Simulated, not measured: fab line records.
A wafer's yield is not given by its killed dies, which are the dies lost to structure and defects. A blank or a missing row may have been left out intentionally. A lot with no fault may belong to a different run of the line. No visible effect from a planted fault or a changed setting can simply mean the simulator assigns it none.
Which tool is to blame? :: flow nand_harc :: 12 lots, 36 wafers sampled, at 5 steps of a route of 1159

== WHAT THE GAUGES READ, wafer by wafer ==
NHARC_END_SORT_01. Usual: killed_at_array 24, standard deviation 8.7; killed_at_other 0.8, standard deviation 1.2; killed_at_periphery 3.6, standard deviation 2.3; killed_dies 28, standard deviation 8.9; killed_open 3.2, standard deviation 1.9; killed_short 2.0, standard deviation 1.6.
lot: L491
measured: day 20 08:50
on: prober-02
killed_at_array: 28 23 17
killed_at_other: 1 0 0
killed_at_periphery: 2 2 2
killed_dies: 31 25 19
killed_open: 2 4 1
killed_short: 2 1 3
flag: 

lot: L492
measured: day 20 09:25
on: prober-01
killed_at_array: 12 14 18
killed_at_other: 0 0 0
killed_at_periphery: 0 1 0
killed_dies: 12 15 18
killed_open: 1 3 2
killed_short: 0 2 0
flag: 

lot: L494
measured: day 20 17:25
on: prober-02
killed_at_array: 27 27 26
killed_at_other: 0 1 1
killed_at_periphery: 3 4 1
killed_dies: 30 32 28
killed_open: 4 1 5
killed_short: 2 5 3
flag: 

lot: L498
measured: day 21 01:08
on: prober-02
killed_at_array: 16 672 17
killed_at_other: 0 0 0
killed_at_periphery: 2 5 1
killed_dies: 18 677 18
killed_open: 4 6 4
killed_short: 4 2 2
flag: OFF

lot: L508
measured: day 23 18:08
on: prober-02
killed_at_array: 31 36 30
killed_at_other: 0 0 0
killed_at_periphery: 1 1 0
killed_dies: 32 37 30
killed_open: 0 1 2
killed_short: 1 3 1
flag: 

lot: L506
measured: day 24 10:32
on: prober-01
killed_at_array: 36 28 34
killed_at_other: 1 0 2
killed_at_periphery: 2 1 3
killed_dies: 39 29 39
killed_open: 5 2 1
killed_short: 3 5 4
flag: 

lot: L507
measured: day 24 09:53
on: prober-02
killed_at_array: 37 21 23
killed_at_other: 0 0 0
killed_at_periphery: 6 9 4
killed_dies: 43 30 27
killed_open: 0 3 1
killed_short: 3 1 2
flag: 

lot: L509
measured: day 24 18:20
on: prober-01
killed_at_array: 7 11 12
killed_at_other: 0 1 1
killed_at_periphery: 3 6 5
killed_dies: 10 18 18
killed_open: 3 1 2
killed_short: 0 3 2
flag: 

lot: L513
measured: day 25 01:21
on: prober-01
killed_at_array: 18 18 26
killed_at_other: 2 0 0
killed_at_periphery: 0 1 2
killed_dies: 20 19 28
killed_open: 2 0 3
killed_short: 0 1 7
flag: 

lot: L510
measured: day 25 02:13
on: prober-02
killed_at_array: 21 24 29
killed_at_other: 0 1 0
killed_at_periphery: 5 3 3
killed_dies: 26 28 32
killed_open: 1 3 4
killed_short: 1 1 1
flag: 

lot: L511
measured: day 24 17:35
on: prober-02
killed_at_array: 25 33 39
killed_at_other: 0 0 0
killed_at_periphery: 2 3 3
killed_dies: 27 36 42
killed_open: 5 3 5
killed_short: 1 3 1
flag: 

lot: L512
measured: day 25 09:14
on: prober-02
killed_at_array: 25 15 16
killed_at_other: 3 3 3
killed_at_periphery: 2 4 3
killed_dies: 30 22 22
killed_open: 4 3 3
killed_short: 1 2 0
flag: 

== TOOL THAT RAN EACH LOT (tool first, then ch and the chambers of the sampled wafers, then the start) ==
lot: L491
NHARC_A_STAIRCASE_DESCUM_443: rie_diel-03 ch 0,2, day 13 07:13
NHARC_A_STAIRCASE_CMP_152: cmp-02 ch 1,2, day 13 10:30
NHARC_A_SGD_CUT_ETCH_58: rie_diel-02 ch 1,2, day 13 13:41
NHARC_A_SLIT_DEP_23: pecvd-03 ch 0,2, day 14 08:58

lot: L492
NHARC_A_STAIRCASE_DESCUM_443: rie_diel-13 ch 0,1,3, day 14 05:01
NHARC_A_STAIRCASE_CMP_152: cmp-02 ch 2,3, day 14 08:13
NHARC_A_SGD_CUT_ETCH_58: rie_diel-02 ch 1,2,3, day 14 11:05
NHARC_A_SLIT_DEP_23: pecvd-03 ch 0,1,2, day 14 19:43

lot: L494
NHARC_A_STAIRCASE_DESCUM_443: rie_diel-04 ch 0,3, day 14 14:29
NHARC_A_STAIRCASE_CMP_152: cmp-03 ch 0,1, day 14 17:46
NHARC_A_SGD_CUT_ETCH_58: rie_diel-12 ch 0,2, day 14 20:25
NHARC_A_SLIT_DEP_23: pecvd-01 ch 0,1, day 15 07:49

lot: L498
NHARC_A_STAIRCASE_DESCUM_443: rie_diel-04 ch 0,2, day 15 01:46
NHARC_A_STAIRCASE_CMP_152: cmp-03 ch 1,2,3, day 15 05:01
NHARC_A_SGD_CUT_ETCH_58: rie_diel-12 ch 0,1,2, day 15 07:53
NHARC_A_SLIT_DEP_23: pecvd-02 ch 0,1, day 15 20:25

lot: L508
NHARC_A_STAIRCASE_DESCUM_443: rie_diel-13 ch 0,2, day 17 17:53
NHARC_A_STAIRCASE_CMP_152: cmp-02 ch 1,2,3, day 17 21:14
NHARC_A_SGD_CUT_ETCH_58: rie_diel-10 ch 1,3, day 18 00:07
NHARC_A_SLIT_DEP_23: pecvd-03 ch 0,1, day 18 14:45

lot: L506
NHARC_A_STAIRCASE_DESCUM_443: rie_diel-04 ch 0,3, day 17 17:55
NHARC_A_STAIRCASE_CMP_152: cmp-04 ch 1,3, day 17 22:33
NHARC_A_SGD_CUT_ETCH_58: rie_diel-02 ch 0,2,3, day 18 01:21
NHARC_A_SLIT_DEP_23: pecvd-03 ch 0,1, day 18 16:37

lot: L507
NHARC_A_STAIRCASE_DESCUM_443: rie_diel-13 ch 0,1,2, day 18 09:23
NHARC_A_STAIRCASE_CMP_152: cmp-02 ch 0,2,3, day 18 12:37
NHARC_A_SGD_CUT_ETCH_58: rie_diel-02 ch 0,1,3, day 18 15:59
NHARC_A_SLIT_DEP_23: pecvd-01 ch 0,1, day 19 02:29

lot: L509
NHARC_A_STAIRCASE_DESCUM_443: rie_diel-03 ch 0,2, day 18 09:33
NHARC_A_STAIRCASE_CMP_152: cmp-02 ch 0,1, day 18 12:47
NHARC_A_SGD_CUT_ETCH_58: rie_diel-12 ch 0,2,3, day 18 15:46
NHARC_A_SLIT_DEP_23: pecvd-01 ch 0,2, day 19 02:21

lot: L513
NHARC_A_STAIRCASE_DESCUM_443: rie_diel-03 ch 0,2,3, day 19 06:55
NHARC_A_STAIRCASE_CMP_152: cmp-03 ch 0,1, day 19 10:14
NHARC_A_SGD_CUT_ETCH_58: rie_diel-10 ch 1,2, day 19 13:03
NHARC_A_SLIT_DEP_23: pecvd-01 ch 0,1, day 19 23:26

lot: L510
NHARC_A_STAIRCASE_DESCUM_443: rie_diel-04 ch 0,3, day 19 07:04
NHARC_A_STAIRCASE_CMP_152: cmp-02 ch 0,3, day 19 10:46
NHARC_A_SGD_CUT_ETCH_58: rie_diel-02 ch 0,1,3, day 19 13:57
NHARC_A_SLIT_DEP_23: pecvd-02 ch 0,2, day 20 00:20

lot: L511
NHARC_A_STAIRCASE_DESCUM_443: rie_diel-13 ch 1,2, day 19 07:14
NHARC_A_STAIRCASE_CMP_152: cmp-04 ch 1,3, day 19 10:45
NHARC_A_SGD_CUT_ETCH_58: rie_diel-12 ch 0,1, day 19 13:35
NHARC_A_SLIT_DEP_23: pecvd-03 ch 1,2, day 19 23:36

lot: L512
NHARC_A_STAIRCASE_DESCUM_443: rie_diel-13 ch 0,3, day 19 14:00
NHARC_A_STAIRCASE_CMP_152: cmp-04 ch 0,1,2, day 19 17:22
NHARC_A_SGD_CUT_ETCH_58: rie_diel-12 ch 1,2,3, day 19 20:26
NHARC_A_SLIT_DEP_23: pecvd-01 ch 0,1,2, day 20 05:26
- NHARC_A_STAIRCASE_DESCUM_443: chemistry O2, time 3 s.
- NHARC_A_STAIRCASE_CMP_152: polishes.
- NHARC_A_SGD_CUT_ETCH_58: etches the open film in CF4, target depth 39 nm, time 65 s.
- NHARC_A_SLIT_DEP_23: deposits SiON, target thk 100 nm.

== WHAT THE TOOLS THEMSELVES READ (means of the sampled wafers that have a number; where no wafer has one, the mark that the record gives instead) ==
NHARC_A_STAIRCASE_DESCUM_443. Usual: drypump_motor_current_A 5.8 A, standard deviation 0.53; oes_product_au 0.999 a.u., standard deviation 0.014; rf_vpp_V 57.8 V, standard deviation 0.97; showerhead_plenum_p_Torr 1.89 Torr, standard deviation 0.088; throttle_valve_pct 11.311 %, standard deviation 0.0097.
lot: L491
tool: rie_diel-03
drypump_motor_current_A (A): 6.0
oes_product_au (a.u.): 1.008
rf_vpp_V (V): 57.6
showerhead_plenum_p_Torr (Torr): 1.82
throttle_valve_pct (%): 11.315
flag: 

lot: L492
tool: rie_diel-13
drypump_motor_current_A (A): 5.9
oes_product_au (a.u.): 1.001
rf_vpp_V (V): 57.1
showerhead_plenum_p_Torr (Torr): 1.83
throttle_valve_pct (%): 11.300
flag: 

lot: L494
tool: rie_diel-04
drypump_motor_current_A (A): 6.3
oes_product_au (a.u.): 0.993
rf_vpp_V (V): 57.4
showerhead_plenum_p_Torr (Torr): 1.90
throttle_valve_pct (%): 11.305
flag: 

lot: L498
tool: rie_diel-04
drypump_motor_current_A (A): 6.3
oes_product_au (a.u.): 0.995
rf_vpp_V (V): 58.0
showerhead_plenum_p_Torr (Torr): 1.94
throttle_valve_pct (%): 11.310
flag: 

lot: L508
tool: rie_diel-13
drypump_motor_current_A (A): 5.7
oes_product_au (a.u.): 0.988
rf_vpp_V (V): 58.6
showerhead_plenum_p_Torr (Torr): 1.94
throttle_valve_pct (%): 11.309
flag: 

lot: L506
tool: rie_diel-04
drypump_motor_current_A (A): 6.0
oes_product_au (a.u.): 0.994
rf_vpp_V (V): 56.7
showerhead_plenum_p_Torr (Torr): 1.84
throttle_valve_pct (%): 11.315
flag: 

lot: L507
tool: rie_diel-13
drypump_motor_current_A (A): 5.6
oes_product_au (a.u.): 0.997
rf_vpp_V (V): 57.6
showerhead_plenum_p_Torr (Torr): 1.91
throttle_valve_pct (%): 11.315
flag: 

lot: L509
tool: rie_diel-03
drypump_motor_current_A (A): 6.0
oes_product_au (a.u.): 1.006
rf_vpp_V (V): 58.3
showerhead_plenum_p_Torr (Torr): 1.91
throttle_valve_pct (%): 11.308
flag: 

lot: L513
tool: rie_diel-03
drypump_motor_current_A (A): 6.0
oes_product_au (a.u.): 1.003
rf_vpp_V (V): 57.8
showerhead_plenum_p_Torr (Torr): 1.96
throttle_valve_pct (%): 11.314
flag: 

lot: L510
tool: rie_diel-04
drypump_motor_current_A (A): 6.0
oes_product_au (a.u.): 0.998
rf_vpp_V (V): 57.6
showerhead_plenum_p_Torr (Torr): 1.83
throttle_valve_pct (%): 11.315
flag: 

lot: L511
tool: rie_diel-13
drypump_motor_current_A (A): 5.6
oes_product_au (a.u.): 0.998
rf_vpp_V (V): 57.4
showerhead_plenum_p_Torr (Torr): 1.89
throttle_valve_pct (%): 11.312
flag: 

lot: L512
tool: rie_diel-13
drypump_motor_current_A (A): 6.0
oes_product_au (a.u.): 1.001
rf_vpp_V (V): 58.1
showerhead_plenum_p_Torr (Torr): 1.85
throttle_valve_pct (%): 11.309
flag: 

NHARC_A_STAIRCASE_CMP_152. Usual: 12.0 A for motor_current_A, sd 0.84.
lot: L491
tool: cmp-02
motor_current_A (A): 11.4
flag: 

lot: L492
tool: cmp-02
motor_current_A (A): 12.6
flag: 

lot: L494
tool: cmp-03
motor_current_A (A): 11.0
flag: 

lot: L498
tool: cmp-03
motor_current_A (A): 11.8
flag: 

lot: L508
tool: cmp-02
motor_current_A (A): 11.9
flag: 

lot: L506
tool: cmp-04
motor_current_A (A): 12.4
flag: 

lot: L507
tool: cmp-02
motor_current_A (A): 13.1
flag: 

lot: L509
tool: cmp-02
motor_current_A (A): 11.1
flag: 

lot: L513
tool: cmp-03
motor_current_A (A): 11.0
flag: 

lot: L510
tool: cmp-02
motor_current_A (A): 12.8
flag: 

lot: L511
tool: cmp-04
motor_current_A (A): 12.4
flag: 

lot: L512
tool: cmp-04
motor_current_A (A): 12.1
flag: 

NHARC_A_SGD_CUT_ETCH_58. Usual: drypump_motor_current_A 5.7 A, standard deviation 0.37; oes_product_au 0.997 a.u., standard deviation 0.013; rf_fwd_power_W 297.5 W, standard deviation 1.2; rf_vpp_V 151.2 V, standard deviation 1.2; showerhead_plenum_p_Torr 1.76 Torr, standard deviation 0.063; throttle_valve_pct 13.283 %, standard deviation 0.01.
lot: L491
tool: rie_diel-02
drypump_motor_current_A (A): 6.1
oes_product_au (a.u.): 0.992
rf_fwd_power_W (W): 297.6
rf_vpp_V (V): 151.2
showerhead_plenum_p_Torr (Torr): 1.83
throttle_valve_pct (%): 13.285
flag: 

lot: L492
tool: rie_diel-02
drypump_motor_current_A (A): 6.1
oes_product_au (a.u.): 0.992
rf_fwd_power_W (W): 298.2
rf_vpp_V (V): 151.2
showerhead_plenum_p_Torr (Torr): 1.79
throttle_valve_pct (%): 13.284
flag: 

lot: L494
tool: rie_diel-12
drypump_motor_current_A (A): 5.6
oes_product_au (a.u.): 1.002
rf_fwd_power_W (W): 298.5
rf_vpp_V (V): 150.3
showerhead_plenum_p_Torr (Torr): 1.74
throttle_valve_pct (%): 13.285
flag: 

lot: L498
tool: rie_diel-12
drypump_motor_current_A (A): 5.7
oes_product_au (a.u.): 0.916
rf_fwd_power_W (W): 256.7
rf_vpp_V (V): 150.3
showerhead_plenum_p_Torr (Torr): 1.76
throttle_valve_pct (%): 13.277
flag: OFF

lot: L508
tool: rie_diel-10
drypump_motor_current_A (A): 5.6
oes_product_au (a.u.): 1.000
rf_fwd_power_W (W): 296.9
rf_vpp_V (V): 152.3
showerhead_plenum_p_Torr (Torr): 1.78
throttle_valve_pct (%): 13.292
flag: 

lot: L506
tool: rie_diel-02
drypump_motor_current_A (A): 5.9
oes_product_au (a.u.): 1.003
rf_fwd_power_W (W): 296.4
rf_vpp_V (V): 152.8
showerhead_plenum_p_Torr (Torr): 1.84
throttle_valve_pct (%): 13.285
flag: 

lot: L507
tool: rie_diel-02
drypump_motor_current_A (A): 6.0
oes_product_au (a.u.): 1.010
rf_fwd_power_W (W): 297.4
rf_vpp_V (V): 151.2
showerhead_plenum_p_Torr (Torr): 1.79
throttle_valve_pct (%): 13.274
flag: 

lot: L509
tool: rie_diel-12
drypump_motor_current_A (A): 5.5
oes_product_au (a.u.): 0.995
rf_fwd_power_W (W): 297.7
rf_vpp_V (V): 151.2
showerhead_plenum_p_Torr (Torr): 1.72
throttle_valve_pct (%): 13.286
flag: 

lot: L513
tool: rie_diel-10
drypump_motor_current_A (A): 5.4
oes_product_au (a.u.): 0.983
rf_fwd_power_W (W): 296.0
rf_vpp_V (V): 151.5
showerhead_plenum_p_Torr (Torr): 1.76
throttle_valve_pct (%): 13.287
flag: 

lot: L510
tool: rie_diel-02
drypump_motor_current_A (A): 6.1
oes_product_au (a.u.): 1.005
rf_fwd_power_W (W): 297.8
rf_vpp_V (V): 151.7
showerhead_plenum_p_Torr (Torr): 1.79
throttle_valve_pct (%): 13.286
flag: 

lot: L511
tool: rie_diel-12
drypump_motor_current_A (A): 5.7
oes_product_au (a.u.): 0.990
rf_fwd_power_W (W): 296.8
rf_vpp_V (V): 151.2
showerhead_plenum_p_Torr (Torr): 1.77
throttle_valve_pct (%): 13.278
flag: 

lot: L512
tool: rie_diel-12
drypump_motor_current_A (A): 5.4
oes_product_au (a.u.): 0.982
rf_fwd_power_W (W): 298.1
rf_vpp_V (V): 150.2
showerhead_plenum_p_Torr (Torr): 1.71
throttle_valve_pct (%): 13.284
flag: 

NHARC_A_SLIT_DEP_23. Usual: 773 W for heater_power_w, sd 83.
lot: L491
tool: pecvd-03
heater_power_w (W): 739
flag: 

lot: L492
tool: pecvd-03
heater_power_w (W): 756
flag: 

lot: L494
tool: pecvd-01
heater_power_w (W): 847
flag: 

lot: L498
tool: pecvd-02
heater_power_w (W): 794
flag: 

lot: L508
tool: pecvd-03
heater_power_w (W): 759
flag: 

lot: L506
tool: pecvd-03
heater_power_w (W): 752
flag: 

lot: L507
tool: pecvd-01
heater_power_w (W): 854
flag: 

lot: L509
tool: pecvd-01
heater_power_w (W): 749
flag: 

lot: L513
tool: pecvd-01
heater_power_w (W): 841
flag: 

lot: L510
tool: pecvd-02
heater_power_w (W): 710
flag: 

lot: L511
tool: pecvd-03
heater_power_w (W): 804
flag: 

lot: L512
tool: pecvd-01
heater_power_w (W): 797
flag: 

== THE ANSWER, worked out from the rows above alone ==
Rule: a lot counts as off when the mean over its wafers that have a number is more than 3 standard deviations away from the usual mean. Also off: a lot with no number at a reading for which 4 or more lots have one. The other lots that the step has rows for count as sound. The gauges are gone through in route order, then the tools' own readings, and for those a lot's mean is taken as printed above. At the first step where some lot is off, the reading lying furthest off is the one used; lots without a number count as furthest.
Off: L498 (NHARC_END_SORT_01, killed_at_array).
A tool fits if, at a process step before that reading, it ran every lot that is off, and no sound lot after the first of them. Not tried: the gauges at NHARC_END_SORT_01; whatever is off there is also off at NHARC_A_SGD_CUT_ETCH_58, on other tools, and gauge error can't account for it. None of those tried fits.

== WHAT THE SIMULATOR PUT IN ==
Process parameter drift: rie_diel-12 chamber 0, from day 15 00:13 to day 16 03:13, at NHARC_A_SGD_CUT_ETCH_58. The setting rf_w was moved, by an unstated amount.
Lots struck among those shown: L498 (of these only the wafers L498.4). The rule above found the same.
